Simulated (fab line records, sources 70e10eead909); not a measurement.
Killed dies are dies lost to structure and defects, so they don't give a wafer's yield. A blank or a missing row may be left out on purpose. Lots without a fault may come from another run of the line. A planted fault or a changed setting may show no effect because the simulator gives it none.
fab line records | flow nand_harc
record lots=5 wafers=15 last_day=33
route steps=1302 shown P_BONDPAD@357 END@1302
lots that met no fault: from a run of the same line without faults
start_h: hours from the record's first day to the start of the lot's first wafer shown | wait_h: hours since the lot's step before | " the same as in the row above | L1.1+2: a row that stands for several wafers | - no value, or no start given | * or withheld: withheld | < > ~ a bound
route shown NAME@n: a module of which the file shows steps, and the number in the route of the first | usual: mean/standard deviation of fault-free wafers | same: alike in all rows | chamber/n: place in a boat | sites: the reading at each site | _std_site: their standard deviation | _edge_site: outer sites' mean less inner sites' | radius_mm: how far each site lies from the wafer's centre | mask NAME#n: copy n | behind: the tool/chamber that last shaped the wafer | hold: why the lot was held/for how many hours/how that ended | device: the transistor (n, p or np) that didn't switch | end of line: the same wafers' tests at the end of the route | a step without rows: its recipe alone | killed: dies lost to structure and defects at the first sort, not the wafer's yield | map: a wafer's dies, x killed, . not, _ none there
set.NAME: the setting as run; set.NAME@STEP: as run at that earlier step | model.NAME: the simulator's own value behind a step, which no gauge read
lots at some steps of the route; a table a step, a row a wafer
services: from which hour (start_h, from the record's first day; less than 0 if before it) a tool's chamber was out of use, for how many hours, and why
## steps
# step NHARC_P_BONDPAD_COAT_36
# recipe temp_c=200 time_s=65
# step NHARC_P_BONDPAD_COAT_03
# recipe spin_rpm=2000 resist_thk_nm=600
# step NHARC_P_BONDPAD_SOFTBAKE_04
# recipe temp_c=125 time_s=70
# step NHARC_P_BONDPAD_EBR_05
# step NHARC_P_BONDPAD_EXPOSE_06
# recipe na=0.55 dose_mj=37.06 mask_id=P_BPAD
# step NHARC_P_BONDPAD_PEB_07
# recipe peb_temp_c=128 peb_time_s=80
# step NHARC_P_BONDPAD_DEVELOP_08
# recipe time_s=50 dev_temp_c=22
# step NHARC_P_BONDPAD_CD_MEAS_09
# recipe target_cd_nm=500 landing_energy_ev=500
# usual cd_nm=499.7/2.5
# columns lot.wafer tool chamber start_h wait_h cd_nm
L120.2 cd_sem-03 0 186.14 - 501.8
L120.4 " 0 " " 502.9
L120.6 " 0 " " 502.8
L130.1 cd_sem-02 0 287.37 - 498.2
L130.3 " 0 " " 499.5
L130.6 " 0 " " 496.7
L135.1 cd_sem-02 0 338.27 - 496.9
L135.3 " 0 " " 499.4
L135.5 " 0 " " 497.9
L137.2 cd_sem-02 0 350.27 - 499.5
L137.3 " 0 " " 496.7
L137.6 " 0 " " 500.3
L138.4 cd_sem-01 0 361.63 - 498.7
L138.5 " 0 " " 499.4
L138.6 " 0 " " 497.4
# step NHARC_P_BONDPAD_OVL_MEAS_38
# usual overlay_x_nm=-2/4.6 overlay_y_nm=0/7.3
# columns lot.wafer tool chamber start_h wait_h overlay_x_nm overlay_y_nm
L120.2 overlay-01 - 186.22 - -3 10
L120.4 " - " " -3 11
L120.6 " - " " -3 11
L130.1 overlay-01 - 287.46 - -1 -7
L130.3 " - " " -1 -7
L130.6 " - " " -1 -6
L135.1 overlay-01 - 338.36 - -1 10
L135.3 " - " " -1 10
L135.5 " - " " -1 11
L137.2 overlay-01 - 350.35 - -4 -7
L137.3 " - " " -4 -6
L137.6 " - " " -3 -7
L138.4 overlay-01 - 361.71 - -1 0
L138.5 " - " " -1 -1
L138.6 " - " " -1 -1
# step NHARC_P_BONDPAD_HARDBAKE_10
# recipe temp_c=118 time_s=65
# step NHARC_P_BONDPAD_DESCUM_11
# recipe time_s=3 o2_flow_sccm=200 ar_flow_sccm=0 bias_power_w=0 chemistry=O2
# usual drypump_motor_current_A=5.6/0.5 oes_product_au=1.003/0.01 rf_vpp_V=57.9/0.87 showerhead_plenum_p_Torr=1.93/0.088 throttle_valve_pct=11.311/0.0087
# columns lot.wafer tool chamber start_h wait_h drypump_motor_current_A oes_product_au rf_hours_counter_h rf_vpp_V showerhead_plenum_p_Torr throttle_valve_pct
L120.2 rie_diel-13 2 186.36 - 6.1 0.987 0.6 57.8 1.84 11.310
L120.4 " 1 " " 5.1 1.005 - 57.3 1.83 11.322
L120.6 " 0 " " 5.6 1.009 - 58.1 2.02 11.322
L130.3 rie_diel-08 3 287.59 - 6.1 1.010 5.6 57.8 1.96 11.309
L130.1 " 1 " " 5.5 1.009 5.2 58.0 1.81 11.317
L130.6 " 2 " " 5.8 0.995 - 57.0 1.86 11.317
L135.1 rie_diel-08 2 338.50 - 5.8 0.986 6.1 57.3 1.86 11.329
L135.3 " 3 " " 6.1 1.011 8.5 58.3 1.96 11.305
L135.5 " 1 " " 5.5 1.011 - 56.7 1.81 11.328
L137.2 rie_diel-03 2 350.49 - 4.9 0.992 3.6 59.7 2.02 11.321
L137.3 " 3 " " 4.8 1.011 3.7 57.7 2.02 11.319
L137.6 " 0 " " 5.0 0.989 - 58.2 2.05 11.326
L138.4 rie_diel-13 1 361.84 - 5.0 1.018 0.1 58.3 1.83 11.312
L138.5 " 0 " " 5.6 1.000 - 58.4 2.02 11.312
L138.6 " 1 " " 5.0 1.004 - 57.0 1.83 11.301
# step NHARC_P_BONDPAD_ETCH_37
# recipe target_depth_a=600 overetch_a=180 time_s=65.91 ion_energy_ev=200 n2_flow_sccm=150 h2_flow_sccm=150 ar_flow_sccm=0 rf_w=400 bias_w=150 chemistry=N2/H2
# usual drypump_motor_current_A=5.6/0.5 oes_product_au=1.004/0.01 rf_vpp_V=431.1/2.8 run_length_s=87.5/0.45 showerhead_plenum_p_Torr=2.06/0.097 throttle_valve_pct=14.172/0.0092
# columns lot.wafer tool chamber start_h wait_h drypump_motor_current_A oes_product_au rf_hours_counter_h rf_vpp_V run_length_s showerhead_plenum_p_Torr throttle_valve_pct
L120.2 rie_diel-13 0 186.45 0.1 5.6 1.019 0.6 434.6 86.6 2.16 14.184
L120.4 " 0 " " 5.6 1.019 - 434.9 86.6 2.16 14.168
L120.6 " 1 " " 5.0 1.001 - 428.3 87.6 1.95 14.181
L130.1 rie_diel-08 3 287.67 0.1 6.1 1.008 5.6 432.1 87.3 2.09 14.165
L130.3 " 0 " " 5.9 0.997 3.3 435.6 86.9 2.16 14.187
L130.6 " 3 " " 6.1 1.010 - 432.8 87.6 2.09 14.166
L135.3 rie_diel-08 1 338.57 0.1 5.5 0.999 7.5 427.6 87.9 1.93 14.173
L135.1 " 2 " " 5.8 0.988 6.1 429.5 87.7 1.98 14.167
L135.5 " 2 " " 5.9 0.973 - 428.5 87.6 1.98 14.178
L137.2 rie_diel-03 2 350.56 0.1 4.8 0.992 3.6 432.7 87.5 2.16 14.190
L137.3 " 3 " " 4.8 1.014 3.7 433.8 87.4 2.15 14.165
L137.6 " 2 " " 4.9 0.986 - 434.6 87.6 2.16 14.173
L138.4 rie_diel-13 1 361.92 0.1 5.1 1.005 0.1 428.1 88.2 1.95 14.186
L138.6 " 1 " " 5.0 1.006 - 429.0 88.1 1.95 14.170
L138.5 " 2 " " 6.2 1.000 - 427.9 87.6 1.96 14.156
# step NHARC_P_BONDPAD_ETCH_12
# recipe target_depth_a=2000 time_s=100 chf3_flow_sccm=50 o2_flow_sccm=10 ar_flow_sccm=200 rf_w=500 bias_w=200 chemistry=CHF3/O2
# usual drypump_motor_current_A=5.7/0.49 oes_product_au=0.944/0.021 rf_vpp_V=370.9/2.4 run_length_s=121.6/0.42 showerhead_plenum_p_Torr=2.42/0.1 throttle_valve_pct=20.572/0.0084
# columns lot.wafer tool chamber start_h wait_h drypump_motor_current_A oes_product_au rf_hours_counter_h rf_vpp_V run_length_s showerhead_plenum_p_Torr throttle_valve_pct
L120.2 rie_diel-13 0 186.57 - 5.6 0.965 0.6 373.2 136.7 2.53 20.581
L120.4 " 1 " " 5.1 0.977 - 368.6 122.0 2.31 20.582
L120.6 " 0 " " 5.6 0.971 - 373.1 121.2 2.53 20.574
L130.3 rie_diel-08 3 287.77 - 6.1 0.974 5.6 372.4 121.9 2.46 20.577
L130.1 " 0 " " 5.9 0.960 3.4 371.9 120.9 2.54 20.565
L130.6 " 2 " " 5.9 0.958 - 369.3 121.6 2.34 20.586
L135.3 rie_diel-08 3 338.66 - 6.1 0.932 8.6 372.0 121.7 2.46 20.591
L135.1 " 2 " " 5.9 0.919 6.1 370.0 121.8 2.34 20.574
L135.5 " 0 " " 5.9 0.923 - 374.9 120.7 2.54 20.587
L137.2 rie_diel-03 3 350.66 - 4.8 0.931 3.8 372.8 121.4 2.53 20.556
L137.3 " 0 " " 4.9 0.923 3.4 375.2 121.0 2.56 20.576
L137.6 " 2 " " 4.9 0.918 - 372.3 121.8 2.53 20.564
L138.4 rie_diel-13 1 362.03 - 5.0 0.963 0.1 369.5 121.9 2.30 20.571
L138.5 " 2 " " 6.2 0.974 - 367.7 121.6 2.32 20.566
L138.6 " 3 " " 6.1 0.974 - 369.0 121.5 2.31 20.559
# step NHARC_P_BONDPAD_CD_MEAS_13
# usual cd_nm=498.8/2.7
# columns lot.wafer tool chamber start_h wait_h cd_nm
L120.2 cd_sem-01 - 186.71 - 500.2
L120.4 " - " " 500.6
L120.6 " - " " 502.4
L130.1 cd_sem-02 - 287.90 - 497.7
L130.3 " - " " 499.7
L130.6 " - " " 496.3
L135.1 cd_sem-02 - 338.80 - 495.7
L135.3 " - " " 498.7
L135.5 " - " " 497.2
L137.2 cd_sem-02 - 350.79 - 498.2
L137.3 " - " " 496.7
L137.6 " - " " 500.1
L138.4 cd_sem-01 - 362.15 - 498.1
L138.5 " - " " 499.0
L138.6 " - " " 496.5
# step NHARC_END_SORT_01
# recipe temp_c=25
# usual defect_limited_yield=90.9/2.6 killed_at_array=57/18 killed_at_other=0.9/1.3 killed_at_periphery=3.5/2.2 killed_dies=62/18 killed_open=3.0/1.7 killed_short=2.3/1.5
# same gross_dies=677
# columns lot.wafer tool chamber start_h wait_h defect_limited_yield[%] killed_at_array killed_at_other killed_at_periphery killed_dies killed_open killed_short
L120.2 prober-01 0 623.03 2.8 93.1 44 1 2 47 2 3
L120.4 prober-01 0 624.64 3.4 90.8 59 1 2 62 4 3
L120.6 prober-01 0 626.25 4.0 91.1 57 2 1 60 1 3
L135.1 prober-02 0 764.92 2.4 92.6 46 0 4 50 3 0
L135.3 prober-02 0 766.52 3.1 92.8 46 0 3 49 0 4
L135.5 prober-02 0 768.12 3.7 93.5 43 0 1 44 1 4
L138.4 prober-02 0 789.25 3.4 94.2 35 0 4 39 2 2
L138.5 prober-02 0 790.04 3.7 93.1 42 0 5 47 3 2
L138.6 prober-02 0 790.83 3.9 92.0 49 1 4 54 5 1
# killed by level:class
L120.2 A_CHANNEL_HOLE_D1:chamber_film_flake=31 A_CHANNEL_HOLE_D2:chamber_film_flake=7 P_M0:geometric_particle:short=1 A_CHANNEL_FILL_D1:geometric_particle:short=1 A_SGD_CUT:geometric_particle:open=1 A_WL_FILL:geometric_particle:open=1 A_WL_FILL:geometric_particle:short=1 P_GATE:chamber_film_flake=1
L120.4 A_CHANNEL_HOLE_D1:chamber_film_flake=36 A_CHANNEL_HOLE_D2:chamber_film_flake=10 A_CONTACT:chamber_film_flake=3 A_STAIRCASE:chamber_film_flake=2 P_GATE:geometric_particle:short=1 A_ONON_D1:geometric_particle:short=1 A_DECK1_JOINT:geometric_particle:open=1 A_CHANNEL_FILL_D2:geometric_particle:short=1
L120.6 A_CHANNEL_HOLE_D1:chamber_film_flake=39 A_CHANNEL_HOLE_D2:chamber_film_flake=7 A_STAIRCASE:chamber_film_flake=2 A_WL_FILL:chamber_film_flake=2 A_CONTACT:chamber_film_flake=2 THIN_TSV:chamber_film_flake=2 A_CHANNEL_FILL_D1:geometric_particle:short=1 A_CHANNEL_FILL_D2:geometric_particle:short=1
L135.1 A_CHANNEL_HOLE_D1:chamber_film_flake=16 A_SLIT:chamber_film_flake=7 A_CONTACT:chamber_film_flake=7 A_SGD_CUT:chamber_film_flake=4 P_M1:chamber_film_flake=3 A_STAIRCASE:chamber_film_flake=3 A_CHANNEL_FILL_D1:chamber_film_flake=2 P_M2:geometric_particle:open=1
L135.3 A_CHANNEL_HOLE_D1:chamber_film_flake=15 A_CONTACT:chamber_film_flake=8 A_SLIT:chamber_film_flake=8 A_STAIRCASE:chamber_film_flake=4 A_SGD_CUT:chamber_film_flake=4 P_M0:geometric_particle:short=1 A_CHANNEL_FILL_D1:geometric_particle:short=1 A_ONON_D2:geometric_particle:short=1
L135.5 A_CHANNEL_HOLE_D1:chamber_film_flake=16 A_CONTACT:chamber_film_flake=9 A_SLIT:chamber_film_flake=6 A_STAIRCASE:chamber_film_flake=2 A_SGD_CUT:chamber_film_flake=2 P_CONTACT:geometric_particle:open=1 A_ONON_D1:geometric_particle:short=1 A_CHANNEL_HOLE_D1:geometric_particle:short=1
L138.4 A_CHANNEL_HOLE_D1:chamber_film_flake=13 A_SLIT:chamber_film_flake=10 A_CONTACT:chamber_film_flake=3 P_GATE:chamber_film_flake=2 A_STAIRCASE:chamber_film_flake=2 P_CONTACT:geometric_particle:open=1 A_ONON_D2:geometric_particle:open=1 A_SGD_CUT:geometric_particle:short=1
L138.5 A_CHANNEL_HOLE_D1:chamber_film_flake=16 A_SLIT:chamber_film_flake=12 A_CONTACT:chamber_film_flake=4 P_BONDPAD:chamber_film_flake=3 A_CHANNEL_FILL_D2:geometric_particle:short=2 A_ZERO_WELL:chamber_film_flake=2 A_SOURCE_PLATE:geometric_particle:open=1 A_CHANNEL_HOLE_D2:geometric_particle:open=1
L138.6 A_CHANNEL_HOLE_D1:chamber_film_flake=17 A_SLIT:chamber_film_flake=17 P_BONDPAD:chamber_film_flake=3 A_ZERO_WELL:chamber_film_flake=3 A_CONTACT:chamber_film_flake=3 A_CHANNEL_FILL_D1:chamber_film_flake=2 P_GATE:geometric_particle:open=1 A_CHANNEL_HOLE_D1:geometric_particle:open=1
## services
# columns tool chamber start_h hours kind
rie_diel-13 - 165.00 9.0 pm
rie_diel-13 0 165.00 9.0 vent_cycle
rie_diel-13 1 165.00 9.0 vent_cycle
rie_diel-13 2 165.00 9.0 vent_cycle
rie_diel-13 3 165.00 9.0 vent_cycle
rie_diel-08 0 169.91 - clean
rie_diel-08 1 169.91 - clean
rie_diel-08 2 169.91 - clean
rie_diel-08 3 169.91 - clean
rie_diel-13 0 174.00 - clean
rie_diel-13 1 174.00 - clean
rie_diel-13 2 174.00 - clean
rie_diel-13 3 174.00 - clean
rie_diel-13 3 183.32 19.9 repair
rie_diel-08 - 190.80 9.0 pm
rie_diel-08 0 190.80 9.0 vent_cycle
rie_diel-03 3 200.64 1.8 repair
rie_diel-08 2 240.38 14.4 repair
rie_diel-08 0 248.12 31.5 repair
rie_diel-13 3 250.94 1.7 repair
rie_diel-08 - 271.13 0.5 repair
rie_diel-03 - 281.30 9.0 pm
rie_diel-08 0 288.45 7.4 repair
rie_diel-13 - 342.00 9.0 pm
## key
first_sign step=NHARC_P_BONDPAD_ETCH_12 reading=run_length_s direction=up sigmas=36 usual=* struck=*
effect none on later readings
met_at NHARC_P_BONDPAD_ETCH_12
struck_wafers L120.2
fault kind=process_parameter_drift tool=rie_diel-13 chamber=- onset_h=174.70 steps=NHARC_P_BONDPAD_ETCH_12 channel=time_s offset=* shape=step end_h=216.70 scope=struck_wafers_only acts_in=* stated=*
